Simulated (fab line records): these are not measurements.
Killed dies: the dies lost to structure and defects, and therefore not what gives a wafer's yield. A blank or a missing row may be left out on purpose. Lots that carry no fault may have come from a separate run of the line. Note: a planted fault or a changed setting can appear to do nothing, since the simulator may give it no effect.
What tool caused it? || flow nandHarc || 12 lots, 36 wafers sampled, at 6 steps of a route of 1302

## WHAT EACH GAUGE READ, for each wafer
NHARC_P_ZERO_WELL_CD_MEAS_11: the cd target is 500 nm.
{"lot": "L120", "measured": "day 1 21:15", "on": "cdSem-02", "cdNm (nm)": "497.6 499.1 499.2"}
{"lot": "L122", "measured": "day 2 17:07", "on": "cdSem-02", "cdNm (nm)": "502.2 500.9 503.3"}
{"lot": "L123", "measured": "day 3 03:10", "on": "cdSem-01", "cdNm (nm)": "498.9 498.6 498.1"}
{"lot": "L124", "measured": "day 3 13:07", "on": "cdSem-03", "cdNm (nm)": "501.5 499.1 498.6"}
{"lot": "L126", "measured": "day 4 09:07", "on": "cdSem-03", "cdNm (nm)": "500.9 501.7 502.1"}
{"lot": "L127", "measured": "day 4 19:15", "on": "cdSem-03", "cdNm (nm)": "498.1 498.4 497.6"}
{"lot": "L128", "measured": "day 5 05:16", "on": "cdSem-03", "cdNm (nm)": "501.2 498.5 498.3"}
{"lot": "L129", "measured": "day 5 15:16", "on": "cdSem-03", "cdNm (nm)": "499.5 499.0 499.8"}
{"lot": "L130", "measured": "day 6 01:15", "on": "cdSem-03", "cdNm (nm)": "499.6 500.2 498.7"}
{"lot": "L132", "measured": "day 6 21:08", "on": "cdSem-01", "cdNm (nm)": "497.9 498.0 498.7"}
{"lot": "L133", "measured": "day 7 07:16", "on": "cdSem-03", "cdNm (nm)": "502.4 500.7 499.2"}
{"lot": "L134", "measured": "day 7 17:14", "on": "cdSem-03", "cdNm (nm)": "499.6 499.2 500.1"}

NHARC_P_ZERO_WELL_CD_MEAS_37: the cd target is 720 nm.
{"lot": "L120", "measured": "day 2 00:06", "on": "cdSem-01", "cdNm (nm)": "720.8 719.7 720.0"}
{"lot": "L122", "measured": "day 2 20:12", "on": "cdSem-03", "cdNm (nm)": "718.7 718.6 718.7"}
{"lot": "L123", "measured": "day 3 06:16", "on": "cdSem-01", "cdNm (nm)": "721.2 720.6 719.6"}
{"lot": "L124", "measured": "day 3 15:59", "on": "cdSem-01", "cdNm (nm)": "718.0 717.8 718.2"}
{"lot": "L126", "measured": "day 4 11:59", "on": "cdSem-01", "cdNm (nm)": "718.6 718.7 720.5"}
{"lot": "L127", "measured": "day 5 02:10", "on": "cdSem-03", "cdNm (nm)": "721.5 720.7 719.3"}
{"lot": "L128", "measured": "day 5 08:08", "on": "cdSem-01", "cdNm (nm)": "719.6 721.0 721.1"}
{"lot": "L129", "measured": "day 5 20:57", "on": "cdSem-03", "cdNm (nm)": "719.8 719.1 718.5"}
{"lot": "L130", "measured": "day 6 04:08", "on": "cdSem-01", "cdNm (nm)": "717.6 718.9 718.8"}
{"lot": "L132", "measured": "day 7 00:00", "on": "cdSem-03", "cdNm (nm)": "720.5 720.1 719.2"}
{"lot": "L133", "measured": "day 7 10:03", "on": "cdSem-02", "cdNm (nm)": "719.8 720.6 721.3"}
{"lot": "L134", "measured": "day 7 20:02", "on": "cdSem-02", "cdNm (nm)": "705.3 705.9 705.4"}

NHARC_END_SORT_01.
{"lot": "L120", "measured": "day 24 12:58", "on": "prober-02", "killedAtArray": "49 46 38", "killedAtOther": "0 0 3", "killedAtPeriphery": "3 3 2", "killedDies": "52 49 43", "killedOpen": "3 4 3", "killedShort": "2 1 4"}
{"lot": "L123", "measured": "day 25 20:46", "on": "prober-01", "killedAtArray": "48 45 54", "killedAtOther": "1 1 1", "killedAtPeriphery": "2 3 1", "killedDies": "51 49 56", "killedOpen": "3 3 1", "killedShort": "2 1 4"}
{"lot": "L124", "measured": "day 26 05:14", "on": "prober-02", "killedAtArray": "46 63 72", "killedAtOther": "0 0 2", "killedAtPeriphery": "4 4 3", "killedDies": "50 67 77", "killedOpen": "1 4 1", "killedShort": "3 1 7"}
{"lot": "L127", "measured": "day 27 06:37", "on": "prober-01", "killedAtArray": "68 81 57", "killedAtOther": "1 0 0", "killedAtPeriphery": "2 4 3", "killedDies": "71 85 60", "killedOpen": "1 4 4", "killedShort": "3 3 2"}
{"lot": "L129", "measured": "day 27 20:29", "on": "prober-02", "killedAtArray": "31 37 28", "killedAtOther": "0 0 0", "killedAtPeriphery": "2 2 1", "killedDies": "33 39 29", "killedOpen": "5 4 2", "killedShort": "1 2 4"}
{"lot": "L130", "measured": "day 28 17:27", "on": "prober-01", "killedAtArray": "62 61 70", "killedAtOther": "0 0 0", "killedAtPeriphery": "2 3 8", "killedDies": "64 64 78", "killedOpen": "3 5 7", "killedShort": "1 1 4"}
{"lot": "L133", "measured": "day 29 20:25", "on": "prober-01", "killedAtArray": "22 20 27", "killedAtOther": "0 0 0", "killedAtPeriphery": "9 5 9", "killedDies": "31 25 36", "killedOpen": "2 2 2", "killedShort": "2 2 3"}
{"lot": "L134", "measured": "day 30 09:26", "on": "prober-01", "killedAtArray": "35 25 36", "killedAtOther": "0 0 0", "killedAtPeriphery": "4 2 3", "killedDies": "39 27 39", "killedOpen": "6 1 5", "killedShort": "3 3 2"}

## TOOL THAT RAN EACH LOT (tool first, then ch and the chambers of the sampled wafers, then the start)
{"lot": "L120", "NHARC_P_ZERO_WELL_DESCUM_26": "rieDiel-09 ch 0,1, day 1 22:44", "NHARC_P_ZERO_WELL_EXPOSE_34": "krfScanner-03 ch 0, day 1 23:58", "NHARC_P_STI_ETCH_15": "rieSi-01 ch 0,1,2, day 3 01:10"}
{"lot": "L122", "NHARC_P_ZERO_WELL_DESCUM_26": "rieDiel-06 ch 1,2, day 2 18:43", "NHARC_P_ZERO_WELL_EXPOSE_34": "krfScanner-04 ch 0, day 2 20:03", "NHARC_P_STI_ETCH_15": "rieSi-06 ch 0,2, day 3 17:45"}
{"lot": "L123", "NHARC_P_ZERO_WELL_DESCUM_26": "rieDiel-01 ch 0,1,2, day 3 04:48", "NHARC_P_ZERO_WELL_EXPOSE_34": "krfScanner-02 ch 0, day 3 06:07", "NHARC_P_STI_ETCH_15": "rieSi-01 ch 0,2,3, day 4 02:24"}
{"lot": "L124", "NHARC_P_ZERO_WELL_DESCUM_26": "rieDiel-01 ch 0,2,3, day 3 14:39", "NHARC_P_ZERO_WELL_EXPOSE_34": "krfScanner-02 ch 0, day 3 15:50", "NHARC_P_STI_ETCH_15": "rieSi-01 ch 0,1,3, day 4 13:55"}
{"lot": "L126", "NHARC_P_ZERO_WELL_DESCUM_26": "rieDiel-09 ch 0,2, day 4 10:38", "NHARC_P_ZERO_WELL_EXPOSE_34": "krfScanner-03 ch 0, day 4 11:50", "NHARC_P_STI_ETCH_15": "rieSi-03 ch 2,3, day 5 09:24"}
{"lot": "L127", "NHARC_P_ZERO_WELL_DESCUM_26": "rieDiel-06 ch 0,1,2, day 4 20:41", "NHARC_P_ZERO_WELL_EXPOSE_34": "krfScanner-02 ch 0, day 5 02:00", "NHARC_P_STI_ETCH_15": "rieSi-01 ch 0,1,3, day 5 21:49"}
{"lot": "L128", "NHARC_P_ZERO_WELL_DESCUM_26": "rieDiel-09 ch 1,3, day 5 06:47", "NHARC_P_ZERO_WELL_EXPOSE_34": "krfScanner-02 ch 0, day 5 07:58", "NHARC_P_STI_ETCH_15": "rieSi-06 ch 0,2, day 6 03:51"}
{"lot": "L129", "NHARC_P_ZERO_WELL_DESCUM_26": "rieDiel-06 ch 0,1,2, day 5 19:34", "NHARC_P_ZERO_WELL_EXPOSE_34": "krfScanner-02 ch 0, day 5 20:47", "NHARC_P_STI_ETCH_15": "rieSi-01 ch 0,2,3, day 6 16:06"}
{"lot": "L130", "NHARC_P_ZERO_WELL_DESCUM_26": "rieDiel-06 ch 0,1,3, day 6 02:49", "NHARC_P_ZERO_WELL_EXPOSE_34": "krfScanner-02 ch 0, day 6 03:58", "NHARC_P_STI_ETCH_15": "rieSi-03 ch 0,3, day 6 23:35"}
{"lot": "L132", "NHARC_P_ZERO_WELL_DESCUM_26": "rieDiel-06 ch 1,2, day 6 22:38", "NHARC_P_ZERO_WELL_EXPOSE_34": "krfScanner-02 ch 0, day 6 23:51", "NHARC_P_STI_ETCH_15": "rieSi-01 ch 1,2,3, day 7 20:17"}
{"lot": "L133", "NHARC_P_ZERO_WELL_DESCUM_26": "rieDiel-01 ch 0,1, day 7 08:42", "NHARC_P_ZERO_WELL_EXPOSE_34": "krfScanner-02 ch 0, day 7 09:54", "NHARC_P_STI_ETCH_15": "rieSi-06 ch 0,1,2, day 8 06:08"}
{"lot": "L134", "NHARC_P_ZERO_WELL_DESCUM_26": "rieDiel-06 ch 0,1,2, day 7 18:41", "NHARC_P_ZERO_WELL_EXPOSE_34": "krfScanner-02 ch 0, day 7 19:53", "NHARC_P_STI_ETCH_15": "rieSi-01 ch 0,1,2, day 8 15:19"}
- NHARC_P_ZERO_WELL_DESCUM_26: chemistry O2, time 3 s.
- NHARC_P_ZERO_WELL_EXPOSE_34: exposes mask P PWELL, target cd 720 nm.
- NHARC_P_STI_ETCH_15: etches the open film in HBr/Cl2, target depth 300 nm, time 100.1 s.

## AS READ BY THE TOOLS THEMSELVES (means over the sampled wafers that have a number; for cases with no such wafer, the mark the record gives instead)
NHARC_P_ZERO_WELL_DESCUM_26.
{"lot": "L120", "tool": "rieDiel-09", "drypumpMotorCurrentA (A)": 5.6, "mfcArSccm (sccm)": 0.000, "oesProductAu (a.u.)": 1.005, "rfVppV (V)": 57.3, "showerheadPlenumPTorr (Torr)": 1.88, "throttleValvePct (%)": 11.307}
{"lot": "L122", "tool": "rieDiel-06", "drypumpMotorCurrentA (A)": 6.2, "mfcArSccm (sccm)": 0.006, "oesProductAu (a.u.)": 1.006, "rfVppV (V)": 57.6, "showerheadPlenumPTorr (Torr)": 1.93, "throttleValvePct (%)": 11.301}
{"lot": "L123", "tool": "rieDiel-01", "drypumpMotorCurrentA (A)": 5.5, "mfcArSccm (sccm)": 0.013, "oesProductAu (a.u.)": 1.001, "rfVppV (V)": 57.9, "showerheadPlenumPTorr (Torr)": 1.88, "throttleValvePct (%)": 11.314}
{"lot": "L124", "tool": "rieDiel-01", "drypumpMotorCurrentA (A)": 5.6, "mfcArSccm (sccm)": 0.009, "oesProductAu (a.u.)": 1.001, "rfVppV (V)": 57.5, "showerheadPlenumPTorr (Torr)": 1.85, "throttleValvePct (%)": 11.319}
{"lot": "L126", "tool": "rieDiel-09", "drypumpMotorCurrentA (A)": 6.1, "mfcArSccm (sccm)": 0.000, "oesProductAu (a.u.)": 1.003, "rfVppV (V)": 57.1, "showerheadPlenumPTorr (Torr)": 1.80, "throttleValvePct (%)": 11.303}
{"lot": "L127", "tool": "rieDiel-06", "drypumpMotorCurrentA (A)": 5.9, "mfcArSccm (sccm)": 0.003, "oesProductAu (a.u.)": 0.997, "rfVppV (V)": 57.7, "showerheadPlenumPTorr (Torr)": 1.92, "throttleValvePct (%)": 11.312}
{"lot": "L128", "tool": "rieDiel-09", "drypumpMotorCurrentA (A)": 5.3, "mfcArSccm (sccm)": 0.000, "oesProductAu (a.u.)": 0.995, "rfVppV (V)": 58.0, "showerheadPlenumPTorr (Torr)": 1.96, "throttleValvePct (%)": 11.307}
{"lot": "L129", "tool": "rieDiel-06", "drypumpMotorCurrentA (A)": 5.9, "mfcArSccm (sccm)": 0.003, "oesProductAu (a.u.)": 0.999, "rfVppV (V)": 58.4, "showerheadPlenumPTorr (Torr)": 1.92, "throttleValvePct (%)": 11.314}
{"lot": "L130", "tool": "rieDiel-06", "drypumpMotorCurrentA (A)": 5.7, "mfcArSccm (sccm)": 0.013, "oesProductAu (a.u.)": 1.000, "rfVppV (V)": 58.0, "showerheadPlenumPTorr (Torr)": 1.84, "throttleValvePct (%)": 11.324}
{"lot": "L132", "tool": "rieDiel-06", "drypumpMotorCurrentA (A)": 6.2, "mfcArSccm (sccm)": 0.006, "oesProductAu (a.u.)": 1.004, "rfVppV (V)": 58.0, "showerheadPlenumPTorr (Torr)": 1.92, "throttleValvePct (%)": 11.306}
{"lot": "L133", "tool": "rieDiel-01", "drypumpMotorCurrentA (A)": 5.4, "mfcArSccm (sccm)": 0.004, "oesProductAu (a.u.)": 1.007, "rfVppV (V)": 57.5, "showerheadPlenumPTorr (Torr)": 1.91, "throttleValvePct (%)": 11.315}
{"lot": "L134", "tool": "rieDiel-06", "drypumpMotorCurrentA (A)": 5.9, "mfcArSccm (sccm)": 0.003, "oesProductAu (a.u.)": 1.000, "rfVppV (V)": 58.2, "showerheadPlenumPTorr (Torr)": 1.91, "throttleValvePct (%)": 11.298}

NHARC_P_STI_ETCH_15.
{"lot": "L120", "tool": "rieSi-01", "drypumpMotorCurrentA (A)": 5.4, "oesProductAu (a.u.)": 0.997, "rfFwdPowerW (W)": 397.1, "throttleValvePct (%)": 26.399}
{"lot": "L122", "tool": "rieSi-06", "drypumpMotorCurrentA (A)": 5.9, "oesProductAu (a.u.)": 1.009, "rfFwdPowerW (W)": 398.6, "throttleValvePct (%)": 26.401}
{"lot": "L123", "tool": "rieSi-01", "drypumpMotorCurrentA (A)": 5.2, "oesProductAu (a.u.)": 0.992, "rfFwdPowerW (W)": 396.4, "throttleValvePct (%)": 26.404}
{"lot": "L124", "tool": "rieSi-01", "drypumpMotorCurrentA (A)": 5.6, "oesProductAu (a.u.)": 0.994, "rfFwdPowerW (W)": 396.5, "throttleValvePct (%)": 26.399}
{"lot": "L126", "tool": "rieSi-03", "drypumpMotorCurrentA (A)": 6.2, "oesProductAu (a.u.)": 0.988, "rfFwdPowerW (W)": 397.6, "throttleValvePct (%)": 26.405}
{"lot": "L127", "tool": "rieSi-01", "drypumpMotorCurrentA (A)": 5.6, "oesProductAu (a.u.)": 0.997, "rfFwdPowerW (W)": 397.5, "throttleValvePct (%)": 26.400}
{"lot": "L128", "tool": "rieSi-06", "drypumpMotorCurrentA (A)": 5.9, "oesProductAu (a.u.)": 0.996, "rfFwdPowerW (W)": 397.9, "throttleValvePct (%)": 26.406}
{"lot": "L129", "tool": "rieSi-01", "drypumpMotorCurrentA (A)": 5.2, "oesProductAu (a.u.)": 1.004, "rfFwdPowerW (W)": 397.6, "throttleValvePct (%)": 26.415}
{"lot": "L130", "tool": "rieSi-03", "drypumpMotorCurrentA (A)": 6.0, "oesProductAu (a.u.)": 0.990, "rfFwdPowerW (W)": 398.8, "throttleValvePct (%)": 26.413}
{"lot": "L132", "tool": "rieSi-01", "drypumpMotorCurrentA (A)": 5.2, "oesProductAu (a.u.)": 0.993, "rfFwdPowerW (W)": 396.9, "throttleValvePct (%)": 26.401}
{"lot": "L133", "tool": "rieSi-06", "drypumpMotorCurrentA (A)": 5.7, "oesProductAu (a.u.)": 1.000, "rfFwdPowerW (W)": 397.9, "throttleValvePct (%)": 26.414}
{"lot": "L134", "tool": "rieSi-01", "drypumpMotorCurrentA (A)": 5.4, "oesProductAu (a.u.)": 0.992, "rfFwdPowerW (W)": 397.7, "throttleValvePct (%)": 26.404}

## THE ANSWER, worked out from the rows above alone
Rule: the usual values come from the lots themselves. The widest of any qualifying gaps counts: lots, ordered by their means at a reading, are off when they make up no more than a third of the lots, leave a main group of 4 or more, and stand apart from it by 3 or more times the standard deviation of that group's means. A main group whose means are all the same, to the digits that the tables above print for the reading, isn't used. A lot without any number at a reading at which 4 lots or more have one is off too. The other lots that the step has rows for count as sound. After the gauges, taken in route order, come the tools' own readings; for these a lot's mean is taken, as printed above. The first step at which some lot is off is used, and at that step the reading that is off furthest; a lot without a number counts as furthest.
Off at NHARC_P_ZERO_WELL_CD_MEAS_37 (cdNm): L134. Mean 719.6 nm and standard deviation 0.9 in the main group.
A tool fits if, at a process step before that reading, it ran every lot that is off, and no sound lot after the first of them. Gauges at NHARC_P_ZERO_WELL_CD_MEAS_37: tried the same way as those tools. Can't be told from this: 3 tools fit, rieDiel-06 at NHARC_P_ZERO_WELL_DESCUM_26, krfScanner-02 at NHARC_P_ZERO_WELL_EXPOSE_34, cdSem-02 at NHARC_P_ZERO_WELL_CD_MEAS_37.

## WHAT THE SIMULATOR HAD PUT IN
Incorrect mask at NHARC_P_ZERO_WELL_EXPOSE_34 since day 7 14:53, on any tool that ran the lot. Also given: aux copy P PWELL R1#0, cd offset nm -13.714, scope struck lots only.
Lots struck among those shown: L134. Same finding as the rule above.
